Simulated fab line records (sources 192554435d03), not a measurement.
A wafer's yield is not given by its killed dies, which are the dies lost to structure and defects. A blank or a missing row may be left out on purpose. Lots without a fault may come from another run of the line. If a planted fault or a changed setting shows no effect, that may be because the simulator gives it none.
Chamber matching / flow n5Finfet / pecvd-03 running N5_BEOL_M7_PECVD_70: 3 sister chambers
The step deposits SiO2 from TEOS/O2, target thk 20 nm, time 22.7 s. 3 wafers are shown with their chamber, then 7 later ones without.

## WAFERS WITH THEIR CHAMBER
wafer=L079.1; chamber=1; throttleValvePct (%)=22.2
wafer=L084.2; chamber=0; throttleValvePct (%)=23.9
wafer=L084.3; chamber=2; throttleValvePct (%)=20.8

## WAFERS WITHOUT THEIR CHAMBER
wafer=L084.5; throttleValvePct (%)=23.8
wafer=L091.3; throttleValvePct (%)=21.0
wafer=L091.4; throttleValvePct (%)=24.3
wafer=L091.6; throttleValvePct (%)=23.7
wafer=L096.1; throttleValvePct (%)=21.1
wafer=L096.5; throttleValvePct (%)=21.1
wafer=L096.6; throttleValvePct (%)=22.0

## WHICH CHAMBER EACH WENT THROUGH
wafer=L084.5; from the rows above=0; in truth=0
wafer=L091.3; from the rows above=2; in truth=2
wafer=L091.4; from the rows above=0; in truth=0
wafer=L091.6; from the rows above=0; in truth=0
wafer=L096.1; from the rows above=2; in truth=2
wafer=L096.5; from the rows above=2; in truth=2
wafer=L096.6; from the rows above=1; in truth=1
Placed correctly: 7 of 7. Left unplaced by these rows: 0. Number placed wrongly: 0.
How it was worked out, from the rows above alone: a wafer's distance from a chamber is the root of the sum, over the readings, of the square of ((its reading less the chamber's mean) divided by the reading's scatter). The wafer belongs to the nearest chamber; if the next one is less than 2 further off, it can't be placed. For every chamber, the mean is computed from those of its wafers that are shown. The scatter: root of mean squared gap, hidden wafer to nearest shown wafer, with one shown wafer a chamber.
